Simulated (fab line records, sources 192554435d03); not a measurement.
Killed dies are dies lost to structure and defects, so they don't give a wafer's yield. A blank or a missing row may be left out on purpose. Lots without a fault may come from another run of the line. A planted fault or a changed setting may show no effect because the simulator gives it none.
Chamber matching | flow n5_finfet | N5_BEOL_M6_ETCH_61 on rie_diel-06: 4 sister chambers
The step etches SiARC in CF4, target depth 45.5 nm, time 75.8 s. 4 wafers are shown with their chamber, then 7 later ones without.

WAFERS WITH THEIR CHAMBER
wafer  | chamber | throttle_valve_pct (%)
L083.6 | 1       | 15.45
L086.3 | 2       | 15.84
L091.2 | 0       | 16.11
L091.5 | 3       | 15.86

WAFERS WITHOUT THEIR CHAMBER
wafer  | throttle_valve_pct (%)
L091.6 | 15.86
L093.2 | 15.88
L093.3 | 15.49
L093.4 | 16.13
L094.3 | 15.88
L094.5 | 15.89
L094.6 | 15.53

WHICH CHAMBER EACH WENT THROUGH
wafer  | from the rows above     | in truth
L091.6 | can't be placed: 3 or 2 | 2
L093.2 | can't be placed: 3 or 2 | 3
L093.3 | 1                       | 1
L093.4 | 0                       | 0
L094.3 | can't be placed: 3 or 2 | 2
L094.5 | can't be placed: 3 or 2 | 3
L094.6 | 1                       | 1
Placed correctly: 3 of 7. Can't be placed from these rows: 4 (the true chamber is among the candidates in 4). Placed wrongly: 0.
How it was worked out, from the rows above alone: a wafer's distance from a chamber is the root of the sum, over the readings, of the square of ((its reading less the chamber's mean) divided by the reading's scatter). The wafer belongs to the nearest chamber; if the next one is less than 2 further off, it can't be placed. A chamber's mean is the mean of its shown wafers. The scatter: with one shown wafer a chamber, the root of the mean of the squares of how far each hidden wafer lies from its nearest shown one.
